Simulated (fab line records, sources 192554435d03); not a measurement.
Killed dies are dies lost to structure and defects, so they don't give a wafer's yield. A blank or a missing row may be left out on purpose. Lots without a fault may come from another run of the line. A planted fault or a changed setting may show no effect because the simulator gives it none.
Split-lot experiment | flow n5_finfet | 7 lots, 39 wafers read, on a route of 1938 steps

THE SPLIT
At N5_MOL_CONTACT_COAG_ALD_123 (deposits SiNx, target thk 5 nm, pulse time 1 s, purge time 2 s), the setting ald_cycles was moved away from the recipe's 100 on 15 of the 39 wafers read, by -7.0% to +15.0%. The other wafers ran this setting at the recipe's value.

FROM THE SPLIT TO THE READING: what the file shows between them, 4 steps
- N5_MOL_CONTACT_COAG_PECVD_31: deposits SiO2 from TEOS/O2, target thk 46 nm, time 8.9 s
- N5_MOL_CONTACT_COAG_COAT_75: time 60 s, resist thk 60 nm
- N5_MOL_CONTACT_COAG_STRIP_120: strips in CHF3
- N5_MOL_CONTACT_COAG_VIA_ETCH_117: etches SiO2 in C4F6/O2, target depth 40 nm, overetch 8 nm, time 26 s

THE READING
etch.depth_nm (the simulator's own value, which no gauge read), in nm, at N5_MOL_CONTACT_COAG_ETCH_124 (etches SiNx in CH3F/O2, stops on SiOC, target depth 6.5 nm). The file gives no usual value for it. The 24 wafers here that ran the recipe average 5.015 nm, standard deviation 0.018 nm.

wafer  | tool, chamber at the split | ald_cycles as run | against the recipe | etch.depth_nm, nm | against lot-mates on the recipe
L077.1 | ald_sin-01, 3,0,3          | 112               | +12.0%             | 5.621             | +0.614
L077.2 | ald_sin-01, 0,2,1          | 100               | recipe             | 5.007             | -
L077.3 | ald_sin-01, 0,2,1          | 100               | recipe             | 5.026             | -
L077.4 | ald_sin-01, 0,2,1          | 100               | recipe             | 4.988             | -
L077.5 | ald_sin-01, 3,0,3          | 112               | +12.0%             | 5.601             | +0.594
L077.6 | ald_sin-01, 3,0,3          | 112               | +12.0%             | 5.644             | +0.637
L078.1 | ald_sin-02, 3,2,0          | 115               | +15.0%             | 5.779             | +0.767
L078.2 | ald_sin-02, 1,3,0          | 100               | recipe             | 5                 | -
L078.3 | ald_sin-02, 3,2,0          | 115               | +15.0%             | 5.715             | +0.703
L078.4 | ald_sin-02, 3,2,0          | 115               | +15.0%             | 5.771             | +0.759
L078.5 | ald_sin-02, 1,3,0          | 100               | recipe             | 5.016             | -
L078.6 | ald_sin-02, 1,3,0          | 100               | recipe             | 5.021             | -
L079.1 | ald_sin-02, 1,0,2          | 93                | -7.0%              | 4.672             | -0.332
L079.2 | ald_sin-02, 1,0,2          | 93                | -7.0%              | 4.684             | -0.320
L079.3 | ald_sin-02, 3,0,1          | 100               | recipe             | 5.027             | -
L079.4 | ald_sin-02, 1,0,2          | 93                | -7.0%              | 4.667             | -0.337
L079.5 | ald_sin-02, 3,0,1          | 100               | recipe             | 5.012             | -
L079.6 | ald_sin-02, 3,0,1          | 100               | recipe             | 4.973             | -
L086.1 | ald_sin-04, 1,2,0,3,0,3    | 100               | recipe             | 4.989             | -
L086.2 | ald_sin-04, 1,2,0,3,0,3    | 100               | recipe             | 5.018             | -
L086.3 | ald_sin-04, 1,2,0,3,0,3    | 100               | recipe             | 5.042             | -
L086.4 | ald_sin-04, 1,2,0,3,0,3    | 100               | recipe             | 5.015             | -
L086.5 | ald_sin-04, 1,2,0,3,0,3    | 100               | recipe             | 5.022             | -
L086.6 | ald_sin-04, 1,2,0,3,0,3    | 100               | recipe             | 4.991             | -
L088.1 | ald_sin-01, 1,3,3          | 100               | recipe             | 5.045             | -
L088.2 | ald_sin-01, 0,2,0          | 106               | +6.0%              | 5.325             | +0.292
L088.3 | ald_sin-01, 1,3,3          | 100               | recipe             | 5.023             | -
L088.4 | ald_sin-01, 0,2,0          | 106               | +6.0%              | 5.309             | +0.276
L088.5 | ald_sin-01, 1,3,3          | 100               | recipe             | 5.032             | -
L088.6 | ald_sin-01, 0,2,0          | 106               | +6.0%              | 5.335             | +0.302
L095.2 | ald_sin-04, 3,2,0          | 100               | recipe             | 5.008             | -
L095.3 | ald_sin-04, 3,2,0          | 100               | recipe             | 5.039             | -
L095.4 | ald_sin-04, 3,2,0          | 100               | recipe             | 5.045             | -
L097.1 | ald_sin-04, 0,2,3          | 100               | recipe             | 5.002             | -
L097.2 | ald_sin-04, 0,2,3          | 100               | recipe             | 5.009             | -
L097.3 | ald_sin-04, 1,3            | 94                | -6.0%              | 4.664             | -0.343
L097.4 | ald_sin-04, 1,3            | 94                | -6.0%              | 4.689             | -0.318
L097.5 | ald_sin-04, 0              | 94                | -6.0%              | 4.72              | -0.287
L097.6 | ald_sin-04, 0,2,3          | 100               | recipe             | 5.01              | -
Where a row lists several chambers, the file gives one row for several wafers and doesn't say which wafer went through which chamber.

THE FIT
A straight line over all 39 wafers: etch.depth_nm changes by +0.0502 nm for each +1% of ald_cycles; r = +1.00; the points scatter about the line by 0.021 nm.
The same after taking each lot's own level away (the mean of its wafers on the recipe; 39 wafers): +0.0499 nm for each +1%; r = +1.00; scatter 0.02 nm.
On that fit, the largest move of ald_cycles shifts the reading by 0.75 nm.
The lots' own levels span 5.0040 to 5.0333 nm, that is 1.6 times the standard deviation above.
So the lot-to-lot level changes the slope little: the two slopes agree.
Check: with one of the wafers moved furthest among these (+15.0%) left out of the fit, the line predicts +0.746 nm for it against its lot-mates. It came out at +0.767 nm against them.

OTHER SPLITS ON THESE WAFERS
These wafers also went through other splits before the reading. Each is held against what the fit with the lots' levels taken away leaves over:
other split on the same wafers    | wafers away from the commonest value | r with etch.depth_nm (lot level and that fit taken away)
N5_WELL_APT_IMPLANT_14 energy_kev | 6                                    | -0.19
N5_DUMMY_GATE_ETCH_37 source_w    | 9                                    | -0.13
N5_SD_EPI_P_EXPOSE_06 dose_mj     | 6                                    | +0.05
N5_GATE_CUT_CUT_ETCH_53 icp_w     | 12                                   | -0.20
N5_GATE_CUT_CUT_ETCH_54 icp_w     | 12                                   | -0.08

THE WHOLE CHAIN: every reading that the file lists as answering this split, in the file's order
step                         | what it does                                                   | reading                                                                                  | change (the file's fit)                | r (the file's)
N5_MOL_CONTACT_COAG_ALD_123  | deposits SiNx, target thk 5 nm, pulse time 1 s, purge time 2 s | SiNx_of_MOL_CONTACT_COAG_ALD_123.thk_nm (the simulator's own value, which no gauge read) | +0.0539 nm for each +1% of the setting | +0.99
N5_MOL_CONTACT_COAG_ETCH_124 | etches SiNx in CH3F/O2, stops on SiOC, target depth 6.5 nm     | etch.depth_nm (the simulator's own value, which no gauge read)                           | +0.0499 nm for each +1% of the setting | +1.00

THE FILE'S OWN FIT
etch.depth_nm changes by +0.0499 nm for each +1% of ald_cycles, r = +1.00.
